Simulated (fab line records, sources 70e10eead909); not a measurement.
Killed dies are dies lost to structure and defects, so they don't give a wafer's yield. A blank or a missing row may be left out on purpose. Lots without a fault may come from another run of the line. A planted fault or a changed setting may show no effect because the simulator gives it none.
fab line records | flow nand_harc
record lots=6 wafers=18 last_day=33
route steps=1302 shown A_CHANNEL_FILL_D2@613 END@1302
lots that met no fault: from a run of the same line without faults
start_h: hours from the record's first day to the start of the lot's first wafer shown | wait_h: hours since the lot's step before | " the same as in the row above | L1.1+2: a row that stands for several wafers | - no value, or no start given | * or withheld: withheld | < > ~ a bound
route shown NAME@n: a module of which the file shows steps, and the number in the route of the first | usual: mean/standard deviation of fault-free wafers | same: alike in all rows | chamber/n: place in a boat | sites: the reading at each site | _std_site: their standard deviation | _edge_site: outer sites' mean less inner sites' | radius_mm: how far each site lies from the wafer's centre | mask NAME#n: copy n | behind: the tool/chamber that last shaped the wafer | hold: why the lot was held/for how many hours/how that ended | device: the transistor (n, p or np) that didn't switch | end of line: the same wafers' tests at the end of the route | a step without rows: its recipe alone | killed: dies lost to structure and defects at the first sort, not the wafer's yield | map: a wafer's dies, x killed, . not, _ none there
set.NAME: the setting as run; set.NAME@STEP: as run at that earlier step | model.NAME: the simulator's own value behind a step, which no gauge read
lots at some steps of the route; a table a step, a row a wafer
services: from which hour (start_h, from the record's first day; less than 0 if before it) a tool's chamber was out of use, for how many hours, and why
## steps
# step NHARC_A_CHANNEL_FILL_D2_ALD_03
# recipe target_thk_a=60 pulse_time_s=60 ald_cycles=58 temp_c=630 pressure_torr=2 material=SiNx
# usual precursor_pulse_height_rel=0.997/0.021
# same pulse_time_s=60
# columns lot.wafer tool chamber start_h wait_h precursor_pulse_height_rel
L231.2 ald_sin_batch-01 0 - - 0.995
L231.4 " 0 " " 1.003
L231.5 " 0 " " 0.966
L237.1 ald_sin_batch-01 0 - - 1.022
L237.2 " 0 " " 1.031
L237.3 " 0 " " 1.022
L245.2 ald_sin_batch-02 0 - - 0.988
L245.5 " 0 " " 1.007
L245.6 " 0 " " 1.012
L246.1 ald_sin_batch-02 0 - - 0.992
L246.3 " 0 " " 0.980
L246.6 " 0 " " 0.980
L253.1 ald_sin_batch-02 0 - - 1.016
L253.4 " 0 " " 1.011
L253.6 " 0 " " 0.989
L254.1 ald_sin_batch-02 0 - - 1.029
L254.4 " 0 " " 0.977
L254.6 " 0 " " 1.028
# step NHARC_A_CHANNEL_FILL_D2_ALD_14
# recipe target_thk_a=25 pulse_time_s=10 ald_cycles=25 temp_c=300 material=SiO2
# step NHARC_A_CHANNEL_FILL_D2_ALD_15
# recipe target_thk_a=20 pulse_time_s=60 ald_cycles=19 temp_c=630 pressure_torr=2 material=SiNx
# usual precursor_pulse_height_rel=0.999/0.02
# same pulse_time_s=60
# columns lot.wafer tool chamber start_h wait_h precursor_pulse_height_rel
L231.2 ald_sin_batch-01 0 - - 1.012
L231.4 " 0 " " 0.994
L231.5 " 0 " " 0.965
L237.1 ald_sin_batch-01 0 - - 0.988
L237.2 " 0 " " 1.028
L237.3 " 0 " " 1.034
L245.2 ald_sin_batch-01 0 - - 1.027
L245.5 " 0 " " 0.994
L245.6 " 0 " " 0.987
L246.1 ald_sin_batch-01 0 - - 0.990
L246.3 " 0 " " 1.012
L246.6 " 0 " " 1.032
L253.1 ald_sin_batch-03 0 - - 1.003
L253.4 " 0 " " 1.009
L253.6 " 0 " " 0.994
L254.1 ald_sin_batch-02 0 - - 0.995
L254.4 " 0 " " 0.997
L254.6 " 0 " " 1.015
# step NHARC_A_CHANNEL_FILL_D2_ALD_16
# recipe target_thk_a=15 pulse_time_s=10 ald_cycles=15 temp_c=300 material=SiO2
# usual heater_power_w=452/50 precursor_pulse_height_rel=1.000/0.019
# same pulse_time_s=10
# columns lot.wafer tool chamber start_h wait_h heater_power_w precursor_pulse_height_rel
L231.4 ald_hk-04 3 311.63 0.0 419 1.000
L231.2 " 0 " " 391 0.996
L231.5 " 0 " " 388 0.996
L237.2 ald_hk-02 1 370.12 0.5 519 0.996
L237.3 " 2 " " 466 1.027
L237.1 " 3 " " 386 1.011
L245.2 ald_hk-03 0 459.12 0.1 440 1.001
L245.5 " 3 " " 437 0.997
L245.6 " 0 " " 432 1.019
L246.3 ald_hk-03 1 459.28 0.2 488 0.990
L246.1 " 3 " " 443 0.988
L246.6 " 1 " " 475 0.993
L253.4 ald_hk-04 3 533.19 0.2 462 1.015
L253.1 " 0 " " 392 0.974
L253.6 " 0 " " 392 0.944
L254.4 ald_hk-03 2 537.32 0.0 437 0.998
L254.1 " 1 " " 479 1.015
L254.6 " 2 " " 431 0.998
# step NHARC_A_CHANNEL_FILL_D2_ANNEAL_17
# recipe temp_c=850 time_s=1800
# step NHARC_A_CHANNEL_FILL_D2_CVD_18
# recipe target_thk_a=30 temp_c=550 material=poly-Si
# step NHARC_A_CHANNEL_FILL_D2_ETCHBACK_19
# recipe target_depth_a=50 time_s=1.7 hbr_flow_sccm=150 cl2_flow_sccm=50 rf_w=400 icp_w=400 bias_w=100 chemistry=HBr/Cl2
# step NHARC_A_CHANNEL_FILL_D2_ETCHBACK_20
# recipe target_depth_a=270 time_s=13.5 c4f8_flow_sccm=withheld o2_flow_sccm=8 ar_flow_sccm=withheld rf_w=600 bias_w=1500 chemistry=C4F8/O2/Ar
# usual oes_product_au=0.982/0.026 rf_vpp_V=978/5.4
# columns lot.wafer tool chamber start_h wait_h oes_product_au rf_hours_counter_h rf_vpp_V
L231.2 rie_diel-07 0 324.05 - 0.996 4.2 974
L231.4 " 0 " " 1.000 - 976
L231.5 " 0 " " 0.989 - 974
L237.3 rie_diel-03 3 382.52 - 0.995 2.9 979
L237.2 " 1 " " 0.998 2.8 973
L237.1 " 2 " " 1.022 2.8 974
L246.3 rie_diel-05 1 471.22 - 0.998 2.0 975
L246.1 " 2 " " 0.996 2.3 987
L246.6 " 1 " " 1.002 - 976
L245.2 rie_diel-05 3 471.30 - 1.008 2.1 982
L245.5 " 0 " " 1.016 - 970
L245.6 " 1 " " 1.004 - 976
L253.4 rie_diel-07 1 545.43 - 0.986 14.4 975
L253.1 " 3 " " 1.009 13.1 978
L253.6 " 2 " " 0.990 - 983
L254.1 rie_diel-03 3 549.31 - 0.963 1.9 980
L254.4 " 0 " " 0.947 2.0 986
L254.6 " 1 " " 0.937 - 974
# step NHARC_A_CHANNEL_FILL_D2_STRIP_28
# recipe time_s=20 o2_flow_sccm=500 ar_flow_sccm=0 bias_w=0 chemistry=O2
# usual drypump_motor_current_A=5.66/0.23 oes_product_au=0.998/0.013 rf_vpp_V=57.9/0.97 showerhead_plenum_p_Torr=3.53/0.14 throttle_valve_pct=17.036/0.0086
# columns lot.wafer tool chamber start_h wait_h drypump_motor_current_A oes_product_au rf_hours_counter_h rf_vpp_V showerhead_plenum_p_Torr throttle_valve_pct
L231.2 rie_diel-07 2 324.20 0.1 6.64 1.003 4.2 57.6 3.68 17.037
L231.4 " 0 " " 5.74 0.993 - 56.6 3.44 17.035
L231.5 " 2 " " 6.61 0.997 - 58.7 3.68 17.040
L237.2 rie_diel-03 2 382.61 0.1 5.55 1.016 2.8 58.0 3.43 17.023
L237.3 " 0 " " 5.73 0.994 3.0 58.2 3.70 17.052
L237.1 " 1 " " 5.52 0.997 2.8 58.0 3.42 17.046
L246.1 rie_diel-05 1 471.32 0.1 5.74 1.012 2.0 59.9 3.46 17.042
L246.3 " 0 " " 5.53 1.024 1.5 56.9 3.32 17.046
L246.6 " 1 " " 5.72 1.007 - 57.3 3.46 17.037
L245.2 rie_diel-05 3 471.37 0.1 5.84 0.997 2.1 58.9 3.61 17.030
L245.5 " 0 " " 5.49 1.015 - 56.8 3.32 17.040
L245.6 " 1 " " 5.77 1.000 - 57.2 3.46 17.041
L253.4 rie_diel-07 1 545.52 0.1 4.93 0.987 14.4 56.7 3.44 17.043
L253.1 " 2 " " 6.60 0.989 14.7 56.7 3.66 17.035
L253.6 " 2 " " 6.62 0.987 - 58.5 3.66 17.032
L254.1 rie_diel-03 0 549.39 0.1 5.76 0.995 2.0 58.7 3.70 17.034
L254.4 " 1 " " 5.53 0.986 2.0 56.6 3.42 17.054
L254.6 " 3 " " 5.64 0.989 - 57.9 3.57 17.037
# step NHARC_A_CHANNEL_FILL_D2_PRECLEAN_21
# recipe time_s=30 chemistry=dHF
# step NHARC_A_CHANNEL_FILL_D2_SRD_23
# step NHARC_A_CHANNEL_FILL_D2_CVD_05
# recipe target_thk_a=50 temp_c=550 material=poly-Si
# step NHARC_A_CHANNEL_FILL_D2_ANNEAL_22
# recipe temp_c=620 time_s=7200
# usual spike_tc_bottom_C=641.1/1.1 spike_tc_centre_C=621.2/1.1 spike_tc_lower_C=619.8/1.3 spike_tc_top_C=638.8/2 spike_tc_upper_C=619.5/1.2 tube_center_temp_C=620/0.055 tube_center_temp_C_max=621.59/0.24 zone_power_lower_pct=9.8/0.93
# columns lot.wafer tool chamber start_h wait_h spike_tc_bottom_C spike_tc_centre_C spike_tc_lower_C spike_tc_top_C spike_tc_upper_C tube_center_temp_C tube_center_temp_C_max zone_power_lower_pct
L231.2 furnace-06 0 333.96 5.4 643.0 622.8 619.8 641.4 619.5 619.97 621.29 10.1
L231.4 " 0 " " 641.1 622.6 621.0 640.4 619.3 620 621.77 9.8
L231.5 " 0 " " 642.7 620.2 620.0 640.2 617.4 620.02 621.82 10.0
L237.1 furnace-01 0 390.27 3.4 640.8 621.7 619.0 639.0 619.7 620.01 621.41 10.8
L237.2 " 0 " " 641.3 620.6 621.5 640.1 618.2 620.03 621.50 10.7
L237.3 " 0 " " 641.2 619.1 618.1 639.3 618.5 620.13 621.67 10.8
L245.2 furnace-06 0 478.56 2.9 629.2 609.5 608.6 627.3 604.0 607.3 609.25 9.6
L245.5 " 0 " " 629.2 609.7 607.0 626.5 606.1 607.27 608.97 9.6
L245.6 " 0 " " 628.5 607.9 606.7 629.9 606.2 607.22 609.20 9.6
L246.1 furnace-06 0 478.56 2.9 629.4 611.0 606.4 628.0 604.8 607.29 609.12 9.5
L246.3 " 0 " " 628.8 607.9 608.8 628.5 605.0 607.34 608.76 9.6
L246.6 " 0 " " 629.2 606.9 605.4 628.9 605.2 607.34 608.83 9.5
L253.1 furnace-01 0 554.02 3.4 642.5 620.4 619.3 640.0 620.5 619.99 621.40 10.9
L253.4 " 0 " " 642.0 620.9 619.9 638.2 619.9 619.91 621.49 10.5
L253.6 " 0 " " 639.2 620.5 619.5 637.4 618.9 619.91 621.45 10.6
L254.1 furnace-08 0 558.67 3.5 641.6 620.0 621.7 634.1 620.8 620.06 621.69 8.5
L254.4 " 0 " " 641.1 620.5 617.6 635.8 620.9 620.06 621.14 8.6
L254.6 " 0 " " 641.8 622.5 620.7 634.1 620.5 620.02 622.08 8.5
# step NHARC_END_SORT_01
# recipe temp_c=25
# usual killed_at_array=59/20 killed_at_other=0.8/1.1 killed_at_periphery=5/3.1 killed_dies=64/21 killed_open=3.4/1.9 killed_short=2.3/1.7
# same gross_dies=677
# columns lot.wafer tool chamber start_h wait_h killed_at_array killed_at_other killed_at_periphery killed_dies killed_open killed_short
L231.2 prober-01 0 574.99 2.8 79 0 9 88 2 1
L231.4 prober-01 0 576.57 3.3 83 1 8 92 6 2
L231.5 prober-01 0 577.35 3.6 84 0 8 92 5 2
L237.1 prober-02 0 609.84 2.5 49 1 2 52 7 1
L237.2 prober-02 0 610.64 2.8 44 1 1 46 5 3
L237.3 prober-02 0 611.44 3.1 44 0 3 47 2 1
L246.1 prober-02 0 700.50 2.5 50 1 2 53 5 1
L246.3 prober-02 0 702.11 3.1 46 1 0 47 2 1
L246.6 prober-02 0 704.53 4.0 54 1 2 57 4 3
L245.2 prober-01 0 701.30 2.8 95 1 4 100 3 4
L245.5 prober-01 0 703.71 3.7 89 1 8 98 4 6
L245.6 prober-01 0 704.51 4.0 73 1 4 78 3 1
L254.1 prober-02 0 798.03 2.5 58 2 9 69 2 0
L254.4 prober-02 0 800.43 3.4 59 0 9 68 3 2
L254.6 prober-02 0 802.03 4.0 44 3 10 57 3 1
# killed by level:class
L231.2 A_CHANNEL_HOLE_D1:chamber_film_flake=31 A_CHANNEL_HOLE_D2:chamber_film_flake=29 A_STAIRCASE:chamber_film_flake=11 P_M0:chamber_film_flake=5 P_CONTACT:chamber_film_flake=3 A_WL_FILL:chamber_film_flake=2 A_CONTACT:chamber_film_flake=2 A_SOURCE_PLATE:geometric_particle:open=1
L231.4 A_CHANNEL_HOLE_D2:chamber_film_flake=34 A_CHANNEL_HOLE_D1:chamber_film_flake=29 A_STAIRCASE:chamber_film_flake=5 A_CONTACT:chamber_film_flake=5 P_ZERO_WELL:chamber_film_flake=3 A_WL_FILL:chamber_film_flake=3 A_ONON_D2:geometric_particle:open=2 P_M0:geometric_particle:open=1
L231.5 A_CHANNEL_HOLE_D1:chamber_film_flake=35 A_CHANNEL_HOLE_D2:chamber_film_flake=28 A_STAIRCASE:chamber_film_flake=7 A_CONTACT:chamber_film_flake=5 P_CONTACT:chamber_film_flake=4 P_CONTACT:geometric_particle:open=1 P_M0:geometric_particle:open=1 A_ONON_D2:geometric_particle:open=1
L237.1 A_CHANNEL_HOLE_D2:chamber_film_flake=30 A_SLIT:chamber_film_flake=5 A_CONTACT:chamber_film_flake=4 A_CHANNEL_HOLE_D1:chamber_film_flake=3 P_CONTACT:geometric_particle:open=1 A_CHANNEL_FILL_D2:geometric_particle:open=1 A_STAIRCASE:geometric_particle:open=1 A_SGD_CUT:geometric_particle:open=1
L237.2 A_CHANNEL_HOLE_D2:chamber_film_flake=24 A_CONTACT:chamber_film_flake=6 A_M0:geometric_particle:open=2 A_ZERO_WELL:chamber_film_flake=2 A_CHANNEL_HOLE_D1:chamber_film_flake=2 A_SLIT:chamber_film_flake=2 A_ONON_D1:geometric_particle:short=1 A_ONON_D1:geometric_particle:open=1
L237.3 A_CHANNEL_HOLE_D2:chamber_film_flake=33 A_SLIT:chamber_film_flake=4 A_CONTACT:chamber_film_flake=2 P_M1:geometric_particle:open=1 A_CHANNEL_FILL_D1:geometric_particle:short=1 A_CHANNEL_FILL_D1:geometric_particle:open=1 P_STI:chamber_film_flake=1 P_GATE:chamber_film_flake=1
L246.1 A_SLIT:chamber_film_flake=25 A_CHANNEL_HOLE_D1:chamber_film_flake=8 A_STAIRCASE:chamber_film_flake=4 A_ONON_D1:geometric_particle:open=3 A_CONTACT:chamber_film_flake=3 A_CHANNEL_HOLE_D2:chamber_film_flake=2 A_ONON_D1:geometric_particle:short=1 A_CHANNEL_HOLE_D2:geometric_particle:open=1
L245.2 A_SLIT:chamber_film_flake=32 A_CHANNEL_HOLE_D1:chamber_film_flake=27 A_CHANNEL_HOLE_D2:chamber_film_flake=15 A_CONTACT:chamber_film_flake=5 P_GATE:chamber_film_flake=3 A_STAIRCASE:chamber_film_flake=3 A_SGD_CUT:chamber_film_flake=3 A_ONON_D1:geometric_particle:open=1
L246.3 A_SLIT:chamber_film_flake=22 A_CHANNEL_HOLE_D1:chamber_film_flake=9 A_STAIRCASE:chamber_film_flake=5 A_CONTACT:chamber_film_flake=3 A_CHANNEL_HOLE_D1:geometric_particle:open=1 A_ONON_D2:geometric_particle:short=1 A_BLC:geometric_particle:open=1 A_ZERO_WELL:chamber_film_flake=1
L245.5 A_CHANNEL_HOLE_D1:chamber_film_flake=30 A_SLIT:chamber_film_flake=22 A_CHANNEL_HOLE_D2:chamber_film_flake=16 A_STAIRCASE:chamber_film_flake=5 A_CONTACT:chamber_film_flake=4 P_GATE:chamber_film_flake=3 A_WL_FILL:geometric_particle:short=2 P_BONDPAD:chamber_film_flake=2
L245.6 A_CHANNEL_HOLE_D1:chamber_film_flake=27 A_CHANNEL_HOLE_D2:chamber_film_flake=17 A_SLIT:chamber_film_flake=13 A_CONTACT:chamber_film_flake=5 A_STAIRCASE:chamber_film_flake=3 P_GATE:chamber_film_flake=2 P_BONDPAD:chamber_film_flake=2 A_CHANNEL_FILL_D1:geometric_particle:open=1
L246.6 A_SLIT:chamber_film_flake=19 A_CHANNEL_HOLE_D1:chamber_film_flake=9 A_STAIRCASE:chamber_film_flake=7 A_CONTACT:chamber_film_flake=6 A_ONON_D1:geometric_particle:open=2 A_CHANNEL_FILL_D1:chamber_film_flake=2 A_CHANNEL_HOLE_D2:chamber_film_flake=2 A_WL_FILL:chamber_film_flake=2
L254.1 A_CHANNEL_HOLE_D2:chamber_film_flake=36 A_CONTACT:chamber_film_flake=9 A_SLIT:chamber_film_flake=7 P_GATE:chamber_film_flake=6 P_M1:chamber_film_flake=3 A_WL_FILL:chamber_film_flake=3 THIN_TSV:chamber_film_flake=2 A_DECK1_JOINT:geometric_particle:open=1
L254.4 A_CHANNEL_HOLE_D2:chamber_film_flake=32 A_SLIT:chamber_film_flake=11 A_CONTACT:chamber_film_flake=9 P_GATE:chamber_film_flake=6 P_M1:chamber_film_flake=2 P_M1:geometric_particle:open=1 A_SGD_CUT:geometric_particle:open=1 A_WL_FILL:geometric_particle:short=1
L254.6 A_CHANNEL_HOLE_D2:chamber_film_flake=19 A_CONTACT:chamber_film_flake=12 P_GATE:chamber_film_flake=8 A_SLIT:chamber_film_flake=7 A_CHANNEL_FILL_D2:chamber_film_flake=2 THIN_TSV:chamber_film_flake=2 P_CONTACT:geometric_particle:open=1 A_DECK1_JOINT:geometric_particle:open=1
## services
# columns tool chamber start_h hours kind
rie_diel-07 1 284.43 48.4 repair
rie_diel-05 3 284.47 48.8 repair
rie_diel-03 - 285.54 9.0 pm
rie_diel-07 - 294.20 9.0 pm
rie_diel-05 - 306.84 1.1 repair
rie_diel-07 3 321.79 14.8 repair
rie_diel-05 1 325.53 5.7 repair
rie_diel-07 0 332.93 5.0 repair
ald_hk-04 - 346.27 0.7 repair
rie_diel-05 0 355.17 22.5 repair
rie_diel-07 2 365.21 6.3 repair
rie_diel-05 2 403.26 12.0 repair
rie_diel-05 - 406.73 9.0 pm
rie_diel-05 1 419.70 14.8 repair
ald_hk-04 - 432.00 10.0 pm
rie_diel-07 - 435.37 10.2 repair
rie_diel-05 0 453.27 9.0 repair
rie_diel-03 - 462.54 9.0 pm
ald_hk-03 - 468.90 0.6 repair
rie_diel-07 - 471.20 9.0 pm
rie_diel-05 3 502.54 7.1 repair
ald_sin_batch-01 - 506.00 26.0 pm
furnace-06 - 538.98 12.3 repair
rie_diel-03 - 543.87 0.6 repair
## key
first_sign step=NHARC_A_CHANNEL_FILL_D2_ANNEAL_22 reading=tube_center_temp_C direction=down sigmas=99+ usual=* struck=*
effect step=NHARC_A_CHANNEL_FILL_D2_ANNEAL_22 reading=tube_center_temp_C_max direction=down sigmas=51 usual=* struck=*
met_at NHARC_A_CHANNEL_FILL_D2_ANNEAL_22
struck_wafers L245.2,L245.5,L245.6,L246.1,L246.3,L246.6
tester_left_out L245,L246
onset_between 333.96 478.56
fault kind=process_parameter_drift tool=furnace-06 chamber=- onset_h=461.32 steps=NHARC_A_CHANNEL_FILL_D2_ANNEAL_22 channel=temp_c offset=* shape=step end_h=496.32 acts_in=* stated=*
# tester_left_out: of these lots the tester's yield and bins aren't shown, on N5 and GAA mostly nor the transistor test; their killed dies are dies lost to structure and defects alone, not to doping, threshold or leakage, so they don't give the yield
